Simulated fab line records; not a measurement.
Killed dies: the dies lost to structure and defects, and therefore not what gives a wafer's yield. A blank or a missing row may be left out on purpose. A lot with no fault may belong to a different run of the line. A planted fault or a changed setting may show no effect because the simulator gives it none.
fab line records	flow n5-finfet
[record] lots = 5	wafers = 15	last-day = 18
route steps=1938 shown BEOL_M0@722 BEOL_M1@751 PASSIVATION@1936
lots untouched by any fault: they come from a run of this same line in which no faults occurred
start-h: the number of hours between the record's first day and the start of the first shown wafer of the lot	wait-h: hours elapsed since this lot's preceding step	" the same as in the row above	L1.1+2: a row that stands for several wafers	- no value, or no start was given	* or withheld: withheld	< > ~ a bound
route shown NAME@n: a module of which the file shows steps, and the number in the route of the first	usual: mean and standard deviation over wafers with no fault	same: alike in all rows	chamber/n: place in a boat	sites: each site's reading	_std_site: standard deviation of those values	_edge_site: mean of outer sites minus mean of inner sites	radius-mm: how far each site lies from the wafer's centre	mask NAME#n: copy n	behind: the most recent tool/chamber to have shaped the wafer	hold: why the lot went on hold/how many hours it stayed there/how the hold came to an end	device: whichever transistor did not switch (one of n, p or np)	end of line: the tests these same wafers got at the end of their route	step lacking rows: just its recipe	killed: the dies lost at the first sort to structure and to defects; this is not the yield of the wafer	map: a wafer's dies, marking killed ones x, the rest . and places with no die _
set.NAME: setting as actually run; set.NAME@STEP: the setting as run at that earlier step	model.NAME: the simulator's own value behind a step, which no gauge read
certain route steps with their lots: each step a table, each wafer a row
services: a tool's chamber out of use, with start hour (start-h, from the record's first day; less than 0 if before it), hours out, and reason
[[steps]]
[step N5_BEOL_M0_STRIP_142]
[recipe] chemistry = N2/H2	time-s = 10	power-w = 450	temp-c = 40	pressure-mtorr = 20	rf-frequency-hz = 6e+07	bias-power-w = 7	n2-flow-sccm = 200	h2-flow-sccm = 200
[step N5_BEOL_M0_OCD_MEAS_108]
[usual] trench-depth-nm = 32.8/0.67
lot.wafer	tool	chamber	start-h	wait-h	trench-depth-nm
L768.1	ocd-02	-	134.32	0.1	33.1
L768.3	"	-	"	"	33.9
L768.6	"	-	"	"	32.4
L774.1	ocd-01	-	171.91	0.1	32.8
L774.2	"	-	"	"	33.5
L774.6	"	-	"	"	32.7
L775.1	ocd-01	-	177.47	0.1	32.5
L775.3	"	-	"	"	33.7
L775.4	"	-	"	"	33.2
L777.2	ocd-02	-	250.61	0.1	33.0
L777.3	"	-	"	"	32.3
L777.4	"	-	"	"	33.3
L785.2	ocd-01	-	254.43	0.1	33.4
L785.3	"	-	"	"	33.2
L785.6	"	-	"	"	33.3
[step N5_BEOL_M0_HM_STRIP_129]
[recipe] chemistry = peroxide-tin-strip	material = TiN	target-depth-a = 170	temp-c = 50	time-s = 108
[step N5_BEOL_M0_SRD_130]
[recipe] time-s = 30	temp-c = 23	rinse-liquid = diw	dry = ipa-marangoni
[step N5_BEOL_M0_ETCH_109]
[recipe] chemistry = CH3F/O2	target-depth-a = 80	overetch-a = 24	target = SiCN	time-s = 27.4	ion-energy-ev = 120	pressure-mtorr = 30	source-w = 395	bias-w = 75	Ar_flow_sccm = 150	CH3F_flow_sccm = 30	O2_flow_sccm = 20
[step N5_BEOL_M0_STRIP_139]
[recipe] chemistry = post-etch-residue-remover	time-s = 60	temp-c = 25	remover-ph = withheld	remover-water-wt-pct = withheld	remover-fluoride-wt-pct = withheld
[step N5_BEOL_M0_SRD_111]
[recipe] time-s = 30	temp-c = 23	rinse-liquid = diw	dry = ipa-marangoni
[step N5_BEOL_M0_DEGAS_112]
[recipe] ambient = vacuum	temp-c = 250	time-s = 60
[step N5_BEOL_M0_PRE_CLEAN_113]
[recipe] gas = H2/He	time-s = 30	temp-c = 250
[step N5_BEOL_M0_ALD_136]
[recipe] material = TaN	target-thk-a = *	temp-c = 275	ald-precursor-family = PDMAT	ald-co-reactant = NH3	pressure-torr = 3	carrier-flow-sccm = 1500	pulse-time-s = 2	purge-time-s = 3	co-reactant-purge-time-s = 2	co-reactant-pulse-time-s = 3	ald-cycles = 30	precursor-vessel-temp-c = 75	precursor-vessel-pressure-torr = 26.25	precursor-vessel-carrier-sccm = 1000
[step N5_BEOL_M0_SURFACE_TREAT_137]
[recipe] gas = Ar	time-s = *	ion-energy-ev = *	ion-current-ma-cm2 = 0.5	pressure-mtorr = *	ar-flow-sccm = 30
[step N5_BEOL_M0_CVD_115]
[recipe] material = Co	target-thk-a = *	temp-c = withheld	precursor = CCTBA/H2	pressure-torr = 30	time-s = 120
[step N5_BEOL_M0_SPUTTER_116]
[recipe] material = Cu	target-thk-a = 40	temp-c = -20	chamber-pressure-pa = 0.07	power-w = withheld	time-s = 7.37
[usual] chuck-gas-flow-sccm = 1.26/0.054	throttle-valve-pct = 30.2/1.2
lot.wafer	tool	chamber	start-h	wait-h	chuck-gas-flow-sccm	throttle-valve-pct
L768.1	pvd-sputter-03	-	137.26	0.4	1.25	30.1
L768.3	"	-	"	"	1.30	30.5
L768.6	"	-	"	"	1.25	29.6
L774.1	pvd-sputter-02	-	174.91	1.7	1.28	30.4
L774.2	"	-	"	"	1.30	28.0
L774.6	"	-	"	"	1.26	30.5
L775.1	pvd-sputter-03	-	180.31	1.2	1.28	30.6
L775.3	"	-	"	"	1.28	30.2
L775.4	"	-	"	"	1.33	29.3
L777.2	pvd-sputter-01	-	251.77	0.2	1.40	31.2
L777.3	"	-	"	"	1.28	28.2
L777.4	"	-	"	"	1.27	30.8
L785.2	pvd-sputter-02	-	255.83	0.1	1.32	30.6
L785.3	"	-	"	"	1.26	31.1
L785.6	"	-	"	"	1.25	29.9
[step N5_BEOL_M0_ANNEAL_117]
[recipe] temp-c = 400	time-s = 60	ambient = vacuum
[usual] heater-power-w = 845/69
lot.wafer	tool	chamber	start-h	wait-h	heater-power-w
L768.1	pvd-sputter-03	-	137.34	0.0	771
L768.3	"	-	"	"	926
L768.6	"	-	"	"	915
L774.1	pvd-sputter-02	-	174.99	0.0	850
L774.2	"	-	"	"	891
L774.6	"	-	"	"	851
L775.1	pvd-sputter-03	-	180.39	0.0	957
L775.3	"	-	"	"	782
L775.4	"	-	"	"	909
L777.2	pvd-sputter-01	-	251.85	0.0	851
L777.3	"	-	"	"	719
L777.4	"	-	"	"	816
L785.2	pvd-sputter-02	-	255.91	0.0	851
L785.3	"	-	"	"	792
L785.6	"	-	"	"	806
[step N5_BEOL_M0_SPUTTER_132]
[recipe] material = Cu	target-thk-a = 40	temp-c = -20	chamber-pressure-pa = 0.07	power-w = withheld	time-s = 7.37
[usual] chuck-gas-flow-sccm = 1.27/0.054	throttle-valve-pct = 30.2/1.2
lot.wafer	tool	chamber	start-h	wait-h	chuck-gas-flow-sccm	throttle-valve-pct
L768.1	pvd-sputter-03	-	137.38	0.0	1.30	30.2
L768.3	"	-	"	"	1.25	30.8
L768.6	"	-	"	"	1.20	29.3
L774.1	pvd-sputter-02	-	175.03	0.0	1.27	30.6
L774.2	"	-	"	"	1.23	28.4
L774.6	"	-	"	"	1.28	30.6
L775.1	pvd-sputter-03	-	180.43	0.0	1.30	30.6
L775.3	"	-	"	"	1.27	30.5
L775.4	"	-	"	"	1.39	29.0
L777.2	pvd-sputter-01	-	251.89	0.0	1.27	31.2
L777.3	"	-	"	"	1.26	28.1
L777.4	"	-	"	"	1.39	30.3
L785.2	pvd-sputter-02	-	255.95	0.0	1.26	30.4
L785.3	"	-	"	"	1.27	31.7
L785.6	"	-	"	"	1.19	30.1
[step N5_BEOL_M0_ANNEAL_133]
[recipe] temp-c = 400	time-s = 60	ambient = vacuum
[step N5_BEOL_M0_SPUTTER_134]
[recipe] material = Cu	target-thk-a = 40	temp-c = -20	chamber-pressure-pa = 0.07	power-w = withheld	time-s = 7.37
[step N5_BEOL_M0_ANNEAL_135]
[recipe] temp-c = 400	time-s = 60	ambient = vacuum
[step N5_BEOL_M0_SPUTTER_141]
[recipe] material = Cu	target-thk-a = 40	temp-c = -20	chamber-pressure-pa = 0.07	power-w = withheld	time-s = 7.37
[step N5_BEOL_M0_ECD_118]
[recipe] material = Cu	target-thk-a = 3000
[step N5_BEOL_M0_ANNEAL_119]
[recipe] temp-c = 225	time-s = 90	ambient = N2
[step N5_BEOL_M0_CMP_120]
[recipe] stop-on = SiOC	t-overpolish-s = 6.9	down-force-psi = 1	platen-rpm = 50	clearing-platen-down-force-psi = 1.5	clearing-platen-rpm = 50	post-cmp-clean = cu-alkaline	clearing-platen-pad-velocity-m-s = 0.99484	pad-velocity-m-s = 0.99484
[step N5_BEOL_M0_PRE_CLEAN_131]
[recipe] gas = NH3/H2	time-s = 15	temp-c = *	rf-power-w = 300
[step N5_BEOL_M0_CO_CAP_123]
[recipe] material = Co	target-thk-a = 20	temp-c = 200	precursor = CCTBA/H2	pressure-torr = 30	time-s = 102.1
[usual] chamber-pressure-Torr = 30.00/0.065	heater-power-w = 239/25
lot.wafer	tool	chamber	start-h	wait-h	chamber-pressure-Torr	heater-power-w
L768.1	cvd-co-01	2	138.48	0.0	30.10	260
L768.3	"	1	"	"	29.96	245
L768.6	"	0	"	"	30.15	218
L774.1	cvd-co-01	2	176.13	0.0	30.06	269
L774.2	"	0	"	"	30.01	219
L774.6	"	2	"	"	30.03	265
L775.1	cvd-co-02	1	181.53	0.0	30.02	274
L775.3	"	2	"	"	30.03	226
L775.4	"	0	"	"	30.11	213
L777.2	cvd-co-02	0	253.01	0.0	29.92	211
L777.3	"	2	"	"	29.91	221
L777.4	"	1	"	"	30.00	275
L785.2	cvd-co-02	1	257.06	0.0	30.01	276
L785.3	"	0	"	"	29.90	207
L785.6	"	2	"	"	29.92	227
[step N5_BEOL_M0_PRE_CLEAN_124]
[recipe] gas = NH3	time-s = 15	temp-c = withheld	rf-power-w = 300
[step N5_BEOL_M0_DEP_125]
[recipe] material = SiCN	target-thk-a = 80	temp-c = withheld	precursor = 3MS/NH3	pressure-torr = 3	rf-w = 202	time-s = 14
[usual] chamber-pressure-Torr = 3.000/0.0066	showerhead-plenum-p-Torr = 3.657/0.014	throttle-valve-pct = 9.0/0.55
lot.wafer	tool	chamber	start-h	wait-h	chamber-pressure-Torr	showerhead-plenum-p-Torr	throttle-valve-pct
L768.1	pecvd-03	0	138.61	0.0	2.996	3.652	8.9
L768.3	"	1	"	"	2.998	3.640	8.4
L768.6	"	2	"	"	2.999	3.633	8.3
L774.1	pecvd-01	1	176.25	0.0	2.989	3.672	9.9
L774.2	"	0	"	"	3.009	3.662	9.5
L774.6	"	2	"	"	2.995	3.665	8.8
L775.1	pecvd-03	0	181.65	0.0	2.999	3.667	9.0
L775.3	"	1	"	"	2.989	3.637	8.6
L775.4	"	2	"	"	3.008	3.634	8.4
L777.2	pecvd-01	1	253.13	0.0	2.999	3.672	9.6
L777.3	"	2	"	"	3.002	3.656	8.2
L777.4	"	1	"	"	2.998	3.681	9.8
L785.2	pecvd-03	2	257.18	0.0	3.008	3.647	8.6
L785.3	"	0	"	"	2.996	3.669	9.0
L785.6	"	0	"	"	2.997	3.660	9.0
[step N5_BEOL_M0_RS_MEAS_126]
[recipe] thk-meas-gauge = four-point-probe	reads = Co_of_BEOL_M0_CO_CAP_123+Cu_of_BEOL_M0_ECD_118+Co_of_BEOL_M0_CVD_115+TaN_of_BEOL_M0_ALD_136
[usual] M0_RS = 0.526/0.019
lot.wafer	tool	chamber	start-h	wait-h	M0_RS[ohm/sq]
L768.1	film-metro-01	-	138.68	0.0	0.549
L768.3	"	-	"	"	0.536
L768.6	"	-	"	"	0.517
L774.1	film-metro-01	-	176.31	0.0	0.519
L774.2	"	-	"	"	0.543
L774.6	"	-	"	"	0.518
L775.1	film-metro-01	-	181.98	0.3	0.520
L775.3	"	-	"	"	0.532
L775.4	"	-	"	"	0.512
L777.2	film-metro-01	-	253.20	0.1	0.536
L777.3	"	-	"	"	0.543
L777.4	"	-	"	"	0.530
L785.2	film-metro-01	-	257.24	0.1	0.530
L785.3	"	-	"	"	0.544
L785.6	"	-	"	"	0.518
[step N5_BEOL_M1_ILD_DEP_00]
[recipe] material = SiOC	target-thk-a = 790	temp-c = 350	precursor = DEMS/O2	pressure-torr = 5	rf-w = 500	time-s = 15.3
[step N5_BEOL_M1_THK_MEAS_01]
[recipe] reads = SiOC_of_BEOL_M1_ILD_DEP_00
[usual] M1_ILD_THK = 79.6/0.91
lot.wafer	tool	chamber	start-h	wait-h	M1_ILD_THK[nm]
L768.1	film-metro-01	-	138.81	0.0	79.4
L768.3	"	-	"	"	79.3
L768.6	"	-	"	"	79.7
L774.1	film-metro-01	-	176.44	0.0	78.4
L774.2	"	-	"	"	79.5
L774.6	"	-	"	"	79.5
L775.1	film-metro-01	-	182.11	0.0	80.5
L775.3	"	-	"	"	79.0
L775.4	"	-	"	"	80.2
L777.2	film-metro-01	-	253.35	0.1	78.4
L777.3	"	-	"	"	79.3
L777.4	"	-	"	"	80.0
L785.2	film-metro-01	-	257.39	0.1	80.0
L785.3	"	-	"	"	79.8
L785.6	"	-	"	"	80.0
[step N5_BEOL_M1_PECVD_72]
[recipe] material = SiO2	target-thk-a = 160	temp-c = 400	precursor = TEOS/O2	pressure-torr = 5.5	rf-w = 450	teos-flow-sccm = 53.8	gas = O2	flow-sccm = 3000	time-s = 18
[usual] chamber-pressure-Torr = 5.500/0.013	heater-power-w = 710/73	showerhead-plenum-p-Torr = 8.74/0.062	throttle-valve-pct = 22.0/1
lot.wafer	tool	chamber	start-h	wait-h	chamber-pressure-Torr	heater-power-w	showerhead-plenum-p-Torr	throttle-valve-pct
L768.1	pecvd-03	1	138.85	0.0	5.508	723	8.64	20.7
L768.3	"	0	"	"	5.505	701	8.78	22.5
L768.6	"	1	"	"	5.517	711	8.61	20.7
L774.1	pecvd-03	0	176.48	0.0	5.517	786	8.80	22.4
L774.2	"	2	"	"	5.514	660	8.70	21.1
L774.6	"	1	"	"	5.518	686	8.61	20.9
L775.1	pecvd-03	1	182.15	0.0	5.518	641	8.64	20.8
L775.3	"	2	"	"	5.512	697	8.69	21.2
L775.4	"	0	"	"	5.496	847	8.78	22.4
L777.2	pecvd-04	0	253.38	0.0	5.525	581	8.80	21.4
L777.3	"	1	"	"	5.507	792	8.75	24.4
L777.4	"	1	"	"	5.507	775	8.74	24.3
L785.2	pecvd-04	2	257.43	0.0	5.502	796	8.76	21.7
L785.3	"	0	"	"	5.503	645	8.82	21.6
L785.6	"	0	"	"	5.493	643	8.85	21.6
[step N5_BEOL_M1_HM_DEP_02]
[recipe] material = TiN	target-thk-a = 200	temp-c = 25	chamber-pressure-pa = 0.49996
[step N5_BEOL_M1_COAT_61]
[recipe] resist = SOC	temp-c = 250	time-s = 60	spin-rpm = 1500	resist-thk-nm = 60
[step N5_BEOL_M1_COAT_62]
[recipe] resist = SiARC	temp-c = 220	time-s = 60	spin-rpm = 1500	resist-thk-nm = 12
[step N5_BEOL_M1_COAT_73]
[recipe] resist = underlayer	temp-c = 205	time-s = 60	spin-rpm = 1500	resist-thk-nm = 5
[step N5_BEOL_M1_COAT_05]
[recipe] resist = CAR-EUV	spin-rpm = 1500	resist-thk-nm = 30
[step N5_BEOL_M1_EBR_07]
[recipe] solvent = PGMEA	ebr-width-mm = 1.5
[step N5_BEOL_M1_SOFTBAKE_06]
[recipe] temp-c = 110	time-s = 60	resist = CAR-EUV
[step N5_BEOL_M1_EXPOSE_08]
[recipe] mask-id = M1	na = 0.33	source-shape = dipole	sigma-inner = 0.369	sigma-outer = 0.767	polarization = unpolarized	dose-mj = 33
[step N5_BEOL_M1_PEB_09]
[recipe] peb-temp-c = 100	peb-time-s = 60	resist = CAR-EUV
[step N5_BEOL_M1_DEVELOP_10]
[recipe] develop-time-s = 30	developer = TMAH	resist = CAR-EUV	rinse-liquid = surfactant-rinse	dry = air-spin	dev-temp-c = 23
[step N5_PASSIVATION_PROBE_49]
[usual] defect-limited-yield = 91.2/1.4	killed_at_M0_to_M3 = 36/10	killed_at_M4_up = 13/5.1	killed-at-contacts = 12/5.4	killed-at-front-end = 39/11	killed-at-other = 3.5/2.4	killed-dies = 104/17	killed-on-rim = 14/3.8	killed-open = 67/13	killed-short = 36/8.3	sort_bin_5_function = 5.2/0.98	sort_bin_6_memory = 3.3/0.68	sort-n-pass = 1076/17	sort-yield-pct = 91.2/1.4
[same] gross-dies = 1180	killed-at-back-side = 0	sort_bin_4_leakage[%] = 0	sort_bin_8_speed[%] = 0
lot.wafer	tool	chamber	start-h	wait-h	defect-limited-yield[%]	killed_at_M0_to_M3	killed_at_M4_up	killed-at-contacts	killed-at-front-end	killed-at-other	killed-dies	killed-on-rim	killed-open	killed-short	sort_bin_5_function[%]	sort_bin_6_memory[%]	sort-n-pass	sort-yield-pct[%]
L768.1	prober-01	-	278.41	0.0	90.0	48	13	15	39	3	118	12	79	39	5.1	4.6	1062	90.0
L768.3	prober-01	-	278.51	0.1	89.7	51	16	12	36	6	121	15	72	49	6.2	3.6	1059	89.7
L768.6	prober-01	-	278.66	0.3	89.8	37	14	16	53	0	120	19	76	43	6.5	3.4	1060	89.8
L774.1	prober-01	-	305.21	0.0	90.3	28	19	20	45	2	114	13	77	37	5.3	4.1	1066	90.3
L785.6	prober-01	-	439.25	0.3	87.6	93	4	8	38	3	146	29	54	32	6.8	3.6	1034	87.6
// killed by level:class
L768.1 MOL_CONTACT_COAG:geometric-particle:open=13 BEOL_M0_SAQP:geometric-particle:short=13 BEOL_M0_SAQP:geometric-particle:open=10 BEOL_M2:geometric-particle:open=10 FIN_SAQP:geometric-particle:short=8 FIN_SAQP:geometric-particle:open=8 BEOL_M3:geometric-particle:open=7 DUMMY_GATE:geometric-particle:open=4
L768.3 FIN_SAQP:geometric-particle:short=14 BEOL_M2:geometric-particle:open=13 BEOL_M0_SAQP:geometric-particle:short=12 BEOL_M0_SAQP:geometric-particle:open=12 FIN_SAQP:geometric-particle:open=9 BEOL_M3:geometric-particle:open=8 MOL_CONTACT_COAG:geometric-particle:open=7 BEOL_M4:geometric-particle:open=7
L768.6 BEOL_M0_SAQP:geometric-particle:short=13 MOL_CONTACT_COAG:geometric-particle:open=12 BEOL_M0_SAQP:geometric-particle:open=9 FIN_SAQP:geometric-particle:open=8 STI_FIN_REVEAL:geometric-particle:open=8 FIN_SAQP:geometric-particle:short=7 DUMMY_GATE:geometric-particle:open=6 GATE_CUT:geometric-particle:short=6
L774.1 MOL_CONTACT_COAG:geometric-particle:open=19 FIN_SAQP:geometric-particle:short=18 FIN_SAQP:geometric-particle:open=12 BEOL_M3:geometric-particle:open=12 BEOL_M4:geometric-particle:open=7 BEOL_M0_SAQP:geometric-particle:open=4 BEOL_M0_SAQP:geometric-particle:short=4 BEOL_M5:geometric-particle:open=4
L785.6 BEOL_M0:unspecified=59 BEOL_M0_SAQP:geometric-particle:short=14 BEOL_M0_SAQP:geometric-particle:open=9 STI_FIN_REVEAL:geometric-particle:open=8 MOL_CONTACT_COAG:geometric-particle:open=8 STARTING-WAFER:geometric-particle:open=5 FIN_SAQP:geometric-particle:short=4 FIN_SAQP:geometric-particle:open=4
// map L785.6 (x killed, . not)
_________________............________________
______________...x.............x_____________
___________......x.................__________
__________.x.......x........x......._________
________............xx................_______
_______.......x.....x................x.______
______..xx..................x..........._____
_____...x................................____
____................x............x.x......___
___x....x...........x.....x..........x.....__
___..x.........................x....x......__
__x..............x......x......x.x.........._
__.......................................x.._
_........x...........x..xx..xx.......x.......
_....x............x.xx.......................
_..................x.....x..........x..x.....
_x.x.........................................
_.............x........x......x..............
_...................................x..x..x..
_......x.........................x...........
_..x............................x............
__..................................x......._
__....x...........x............x............_
___.x.......x..................x...........__
___........x...............................__
____..xx............xx....xx..............___
_____.x..x.xxxxxx........................____
______.xxxxxxxxx........x.....x........._____
_______xxxxxxxxxx.x....x.......x.......______
________xxxxxxxxxx.....x.x............_______
__________xxxxxxxx..............x..._________
___________xxxxxxxx.....x..........__________
______________xxxxx.......x.x..._____________
_________________xxxx........________________
// map L774.1 (x killed, . not)
_________________x...........________________
______________..x..........xx..._____________
___________x........x..........xx..__________
__________.x..x.x..................._________
________..................x.......x..._______
_______................................______
______...........xx......x............x._____
_____.........x...x...................x..____
____..................x.........x....x....___
___......................xx..x.......x.....__
___......x.......x............x...........x__
__x........x........xx...........xx.......x._
__...................x........x............._
_..........x................................x
_...............xx.....x.........x...x..x....
_......x.............x......x................
_.............xx.x..x...x....x....x..........
_..xx......x.....xx.x....xx....x..x....x.....
_.........x..........................x.......
_..x.......................x......x..........
_...........x........x.x...........x.........
__...x.....x......x............x....x..x...._
__.............xx.x..........x...x.....x...._
___..x.....xx.........xx...x....x..........__
___...................x..............x.....__
____..................x........x..........___
_____..x.................................____
______..............x................x.._____
_______..............xx.x....x.........______
________.........x..................x._______
__________........x................._________
___________......x............x....__________
______________.........x........_____________
_________________............________________
[[services]]
tool	chamber	start-h	hours	kind
cvd-co-01	1	114.67	-	clean
cvd-co-01	1	114.67	22.0	scheduled-down
cvd-co-01	1	114.67	22.0	vent-cycle
pecvd-04	0	139.33	2.1	scheduled-down
pecvd-01	0	143.63	2.1	scheduled-down
cvd-co-01	1	145.02	10.6	repair
pecvd-03	1	159.99	5.5	scheduled-down
cvd-co-02	-	173.97	5.8	repair
pecvd-01	2	202.38	-	clean
pecvd-01	2	202.38	-	consumable-replace:showerhead
pecvd-01	2	202.38	29.0	scheduled-down
pecvd-01	2	202.38	29.0	vent-cycle
pecvd-03	0	216.13	2.1	scheduled-down
cvd-co-02	-	222.66	6.0	pm
cvd-co-02	-	235.32	13.1	repair
cvd-co-01	-	254.04	0.8	repair
pecvd-04	2	254.70	2.1	scheduled-down
[[key]]
[first-sign] step = N5_PASSIVATION_PROBE_49	reading = killed_at_M0_to_M3	direction = up	sigmas = 5.5	usual = 36	struck = 93
[effect] step = N5_PASSIVATION_PROBE_49	reading = killed-on-rim	direction = up	sigmas = 4	usual = 14	struck = 29
[more-kills-born-at] N5_BEOL_M0_SPUTTER_116@pvd-sputter-02 = 59
met-at N5_BEOL_M0_SPUTTER_116
struck-wafers L785.6
[fault] kind = chamber-particle-source	tool = pvd-sputter-02	chamber = -	onset-h = 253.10	steps = N5_BEOL_M0_SPUTTER_116	rate-per-visit-cm2 = 1.132	end-h = 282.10	scope = struck-wafers-only
